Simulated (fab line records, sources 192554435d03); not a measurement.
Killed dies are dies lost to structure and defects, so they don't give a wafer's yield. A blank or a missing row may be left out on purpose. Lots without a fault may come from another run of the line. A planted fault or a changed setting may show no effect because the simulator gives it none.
Matching of chambers | flow n5-finfet | 4 sister chambers for N5_FIN_SAQP_STRIP_55 on rie-diel-04
The step strips in N2/H2. 18 wafers are shown with their chamber, then 9 later ones without.

## WAFERS WITH THEIR CHAMBER
wafer  | chamber | drypump-motor-current-A (A) | showerhead-plenum-p-Torr (Torr) | throttle-valve-pct (%)
L075.1 | 2       | 5.9                         | 3.35                            | 19.1
L075.3 | 3       | 5.7                         | 3.28                            | 19.1
L075.5 | 3       | 5.7                         | 3.28                            | 19.0
L077.1 | 2       | 5.8                         | 3.35                            | 19.2
L077.2 | 1       | 6.1                         | 3.31                            | 18.4
L077.3 | 3       | 5.7                         | 3.28                            | 19.1
L082.1 | 0       | 5.5                         | 3.25                            | 18.8
L082.3 | 1       | 6.1                         | 3.30                            | 18.4
L082.6 | 0       | 5.5                         | 3.25                            | 18.8
L083.2 | 1       | 6.1                         | 3.30                            | 18.4
L083.5 | 2       | 5.9                         | 3.34                            | 19.1
L083.6 | 1       | 6.1                         | 3.30                            | 18.4
L085.1 | 0       | 5.5                         | 3.25                            | 18.9
L085.2 | 1       | 6.1                         | 3.30                            | 18.5
L085.5 | 0       | 5.5                         | 3.24                            | 18.8
L086.1 | 3       | 5.7                         | 3.27                            | 19.1
L086.3 | 2       | 5.9                         | 3.34                            | 19.2
L086.4 | 1       | 6.2                         | 3.30                            | 18.4

SIGNATURES (means of the wafers above)
reading                  | chamber 0 | chamber 1 | chamber 2 | chamber 3 | scatter within a chamber
drypump-motor-current-A  | 5.500     | 6.117     | 5.875     | 5.700     | 0.0336
showerhead-plenum-p-Torr | 3.2475    | 3.3017    | 3.3450    | 3.2775    | 0.00488
throttle-valve-pct       | 18.825    | 18.417    | 19.150    | 19.075    | 0.0488
Rule: for a wafer and a chamber, the distance is found by dividing, reading by reading, the gap between the wafer's reading and the chamber's mean by the reading's scatter, squaring, summing and taking the root. The wafer belongs to the nearest chamber; if the next one is less than 2 further off, it can't be placed. How the scatter is found: for the shown wafers, subtract from each reading the mean of its chamber, square and add these, divide the total by (wafers less chambers), then take the root.

## WAFERS MISSING THEIR CHAMBER
wafer  | drypump-motor-current-A (A) | showerhead-plenum-p-Torr (Torr) | throttle-valve-pct (%)
L089.2 | 5.5                         | 3.24                            | 18.9
L089.3 | 6.1                         | 3.29                            | 18.4
L089.6 | 5.7                         | 3.26                            | 19.1
L090.1 | 6.2                         | 3.29                            | 18.4
L090.2 | 5.5                         | 3.24                            | 18.8
L090.3 | 5.7                         | 3.26                            | 19.1
L094.1 | 6.1                         | 3.29                            | 18.5
L094.2 | 5.7                         | 3.26                            | 19.2
L094.5 | 6.2                         | 3.29                            | 18.4

## WHICH CHAMBER EACH ONE RAN IN
wafer  | from the rows above | in truth
L089.2 | 0                   | 0
L089.3 | 1                   | 1
L089.6 | 3                   | 3
L090.1 | 1                   | 1
L090.2 | 0                   | 0
L090.3 | 3                   | 3
L094.1 | 1                   | 1
L094.2 | 3                   | 3
L094.5 | 1                   | 1
Correct placement for 9 of the 9. From these rows, 0 cannot be placed. Wrongly placed: 0.
